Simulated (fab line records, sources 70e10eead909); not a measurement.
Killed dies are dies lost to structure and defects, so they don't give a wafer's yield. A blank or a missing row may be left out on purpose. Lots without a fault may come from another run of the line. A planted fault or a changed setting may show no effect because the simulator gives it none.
Which tool did it? | flow nand_harc | 11 lots, 33 wafers sampled, at 6 steps of a route of 1302

WHAT THE GAUGES READ, wafer by wafer
NHARC_A_CHANNEL_HOLE_D2_CD_MEAS_10: target cd 100 nm. Usual: cd_nm 99.9 nm, standard deviation 0.56.
lot  | measured     | on        | cd_nm (nm)       | flag
L221 | day 13 11:13 | cd_sem-03 | 100.2 99.9 99.5  |
L220 | day 13 13:05 | cd_sem-03 | 100.0 99.6 99.0  |
L222 | day 14 08:05 | cd_sem-03 | 99.3 99.3 100.3  |
L223 | day 14 18:08 | cd_sem-03 | 100.2 99.9 99.5  |
L224 | day 15 10:14 | cd_sem-01 | 100.3 99.6 100.5 |
L228 | day 17 03:32 | cd_sem-01 | 99.9 99.0 99.9   |
L231 | day 17 18:55 | cd_sem-01 | 99.6 100.0 100.4 |
L229 | day 17 19:15 | cd_sem-03 | 99.5 100.6 100.2 |
L232 | day 18 07:01 | cd_sem-01 | 98.9 100.0 100.2 |
L234 | day 19 13:29 | cd_sem-02 | 99.2 100.3 100.1 |
L237 | day 21 01:49 | cd_sem-01 | 99.8 99.8 100.3  |

NHARC_A_CHANNEL_HOLE_D2_INSPECT_40. Usual: raw_defect_count 267, standard deviation 86.
lot  | measured     | on                | raw_defect_count | flag
L221 | day 13 18:17 | defect_inspect-01 | 167 174 158      |
L220 | day 13 22:50 | defect_inspect-02 | 376 376 355      |
L222 | day 14 15:08 | defect_inspect-02 | 270 194 202      |
L223 | day 15 01:12 | defect_inspect-02 | 321 222 303      |
L224 | day 15 20:41 | defect_inspect-02 | 186 247 274      |
L228 | day 17 15:26 | defect_inspect-01 | 570 481 462      |
L231 | day 18 01:57 | defect_inspect-01 | 250 152 398      |
L229 | day 18 06:07 | defect_inspect-02 | 180 225 201      |
L232 | day 18 14:19 | defect_inspect-02 | 327 224 318      |
L234 | day 19 22:41 | defect_inspect-01 | 1210 1265 1243   | OFF
L237 | day 21 10:02 | defect_inspect-01 | 1204 1296 1424   | OFF

NHARC_END_SORT_01. Usual: killed_at_array 57, standard deviation 20; killed_at_other 1.0, standard deviation 1.5; killed_at_periphery 3.5, standard deviation 2.5; killed_dies 62, standard deviation 21; killed_open 3.5, standard deviation 1.9; killed_short 2.4, standard deviation 1.6.
lot  | measured     | on        | killed_at_array | killed_at_other | killed_at_periphery | killed_dies | killed_open | killed_short | flag
L234 | day 30 15:40 | prober-02 | 116 88 88       | 0 0 0           | 2 1 3               | 118 89 91   | 2 3 7       | 1 3 3        |
L237 | day 32 20:56 | prober-01 | 134 124 112     | 0 1 0           | 0 0 5               | 134 125 117 | 2 5 4       | 1 2 4        | OFF

WHICH TOOL RAN EACH LOT (tool, then ch and the chambers of the sampled wafers, then the start)
lot  | NHARC_A_CHANNEL_HOLE_D2_ETCH_22  | NHARC_A_CHANNEL_HOLE_D2_ETCH_23  | NHARC_A_CHANNEL_FILL_D2_ALD_14
L221 | har_etch-01 ch 0,1, day 13 13:27 | har_etch-01 ch 0,1, day 13 14:01 | ald_hk-03 ch 0,1,3, day 14 01:45
L220 | har_etch-02 ch 0,1, day 13 17:59 | har_etch-02 ch 0,1, day 13 18:33 | ald_hk-04 ch 1,2,3, day 14 06:54
L222 | har_etch-02 ch 0,1, day 14 10:19 | har_etch-02 ch 0,1, day 14 10:53 | ald_hk-04 ch 1,2,3, day 14 22:21
L223 | har_etch-02 ch 0,1, day 14 20:39 | har_etch-02 ch 0,1, day 14 21:17 | ald_hk-04 ch 2,3, day 15 08:24
L224 | har_etch-02 ch 0,1, day 15 16:07 | har_etch-02 ch 0,1, day 15 16:45 | ald_hk-03 ch 1,2, day 16 04:23
L228 | har_etch-01 ch 0,1, day 17 10:35 | har_etch-01 ch 0,1, day 17 11:10 | ald_hk-04 ch 0,3, day 17 23:52
L231 | har_etch-02 ch 0,1, day 17 21:14 | har_etch-02 ch 0,1, day 17 21:49 | ald_hk-01 ch 0,3, day 18 09:10
L229 | har_etch-02 ch 0,1, day 18 01:17 | har_etch-02 ch 0,1, day 18 01:51 | ald_hk-03 ch 1,2,3, day 18 13:23
L232 | har_etch-01 ch 0,1, day 18 09:38 | har_etch-01 ch 0,1, day 18 10:15 | ald_hk-04 ch 0,1,3, day 18 21:40
L234 | har_etch-01 ch 0,1, day 19 17:52 | har_etch-01 ch 0,1, day 19 18:25 | ald_hk-04 ch 0,2,3, day 20 08:46
L237 | har_etch-01 ch 0,1, day 21 05:11 | har_etch-01 ch 0,1, day 21 05:45 | ald_hk-01 ch 0,1,3, day 21 17:59
- NHARC_A_CHANNEL_HOLE_D2_ETCH_22: etches the open film in C4F8/O2/Ar, time 666.7 s, target depth 1600 nm.
- NHARC_A_CHANNEL_HOLE_D2_ETCH_23: etches the open film in C4F8/O2/Ar, time 819 s, target depth 1600 nm.
- NHARC_A_CHANNEL_FILL_D2_ALD_14: deposits SiO2, target thk 2.5 nm, pulse time 10 s, ald cycles 25.

WHAT THE TOOLS THEMSELVES READ (means of the sampled wafers that have a number; where no wafer has one, the mark that the record gives instead)
NHARC_A_CHANNEL_HOLE_D2_ETCH_22. Usual: drypump_motor_current_A 5.58 A, standard deviation 0.11; o2_flow_sccm 35.70 sccm, standard deviation 0.11; showerhead_plenum_p_Torr 3.66 Torr, standard deviation 0.11; throttle_valve_pct 32.155 %, standard deviation 0.011.
lot  | tool        | drypump_motor_current_A (A) | o2_flow_sccm (sccm) | showerhead_plenum_p_Torr (Torr) | throttle_valve_pct (%) | flag
L221 | har_etch-01 | 5.57                        | 35.72               | 3.66                            | 32.155                 |
L220 | har_etch-02 | 5.57                        | 35.67               | 3.65                            | 32.156                 |
L222 | har_etch-02 | 5.53                        | 35.78               | 3.63                            | 32.148                 |
L223 | har_etch-02 | 5.58                        | 35.63               | 3.64                            | 32.151                 |
L224 | har_etch-02 | 5.58                        | 35.66               | 3.64                            | 32.171                 |
L228 | har_etch-01 | 5.55                        | 35.70               | 3.63                            | 32.150                 |
L231 | har_etch-02 | 5.51                        | 35.79               | 3.83                            | 32.156                 |
L229 | har_etch-02 | 5.58                        | 35.65               | 3.74                            | 32.155                 |
L232 | har_etch-01 | 5.66                        | 35.70               | 3.59                            | 32.161                 |
L234 | har_etch-01 | 5.65                        | 35.74               | 3.57                            | 32.147                 |
L237 | har_etch-01 | 5.65                        | 35.60               | 3.56                            | 32.144                 |

NHARC_A_CHANNEL_HOLE_D2_ETCH_23. Usual: drypump_motor_current_A 5.58 A, standard deviation 0.11; o2_flow_sccm 35.70 sccm, standard deviation 0.11; showerhead_plenum_p_Torr 3.66 Torr, standard deviation 0.11; throttle_valve_pct 32.155 %, standard deviation 0.0099.
lot  | tool        | drypump_motor_current_A (A) | o2_flow_sccm (sccm) | showerhead_plenum_p_Torr (Torr) | throttle_valve_pct (%) | flag
L221 | har_etch-01 | 5.56                        | 35.70               | 3.66                            | 32.157                 |
L220 | har_etch-02 | 5.59                        | 35.71               | 3.65                            | 32.148                 |
L222 | har_etch-02 | 5.55                        | 35.78               | 3.63                            | 32.150                 |
L223 | har_etch-02 | 5.57                        | 35.73               | 3.64                            | 32.151                 |
L224 | har_etch-02 | 5.56                        | 35.67               | 3.64                            | 32.154                 |
L228 | har_etch-01 | 5.56                        | 35.67               | 3.63                            | 32.157                 |
L231 | har_etch-02 | 5.54                        | 35.77               | 3.83                            | 32.159                 |
L229 | har_etch-02 | 5.57                        | 35.58               | 3.74                            | 32.159                 |
L232 | har_etch-01 | 5.67                        | 35.70               | 3.58                            | 32.163                 |
L234 | har_etch-01 | 5.66                        | 35.62               | 3.57                            | 32.150                 |
L237 | har_etch-01 | 5.64                        | 35.78               | 3.56                            | 32.153                 |

NHARC_A_CHANNEL_FILL_D2_ALD_14. Usual: heater_power_w 472 W, standard deviation 47; precursor_pulse_height_rel 1.000, standard deviation 0.019.
lot  | tool      | heater_power_w (W) | precursor_pulse_height_rel | flag
L221 | ald_hk-03 | 464                | 0.989                      |
L220 | ald_hk-04 | 419                | 1.012                      |
L222 | ald_hk-04 | 418                | 1.005                      |
L223 | ald_hk-04 | 419                | 0.991                      |
L224 | ald_hk-03 | 442                | 1.020                      |
L228 | ald_hk-04 | 496                | 0.997                      |
L231 | ald_hk-01 | 484                | 0.992                      |
L229 | ald_hk-03 | 455                | 1.016                      |
L232 | ald_hk-04 | 456                | 0.999                      |
L234 | ald_hk-04 | 465                | 1.005                      |
L237 | ald_hk-01 | 507                | 0.993                      |

THE ANSWER, worked out from the rows above alone
Rule: a lot is off if the mean of its wafers that have a number lies more than 3 standard deviations from the usual mean. A lot without any number at a reading at which 4 lots or more have one is off too. The other lots that the step has rows for count as sound. The gauges are gone through in route order, then the tools' own readings, and for those a lot's mean is taken as printed above. The first step at which some lot is off is used, and at that step the reading that is off furthest; a lot without a number counts as furthest.
Off: L234, L237, at NHARC_A_CHANNEL_HOLE_D2_INSPECT_40 (raw_defect_count).
A tool fits if, at a process step before that reading, it ran every lot that is off, and no sound lot after the first of them. The gauges at NHARC_A_CHANNEL_HOLE_D2_INSPECT_40 are tried like those tools. Can't be told from this: 2 tools fit, har_etch-01 at NHARC_A_CHANNEL_HOLE_D2_ETCH_22 and NHARC_A_CHANNEL_HOLE_D2_ETCH_23, defect_inspect-01 at NHARC_A_CHANNEL_HOLE_D2_INSPECT_40.

WHAT THE SIMULATOR HAD PUT IN
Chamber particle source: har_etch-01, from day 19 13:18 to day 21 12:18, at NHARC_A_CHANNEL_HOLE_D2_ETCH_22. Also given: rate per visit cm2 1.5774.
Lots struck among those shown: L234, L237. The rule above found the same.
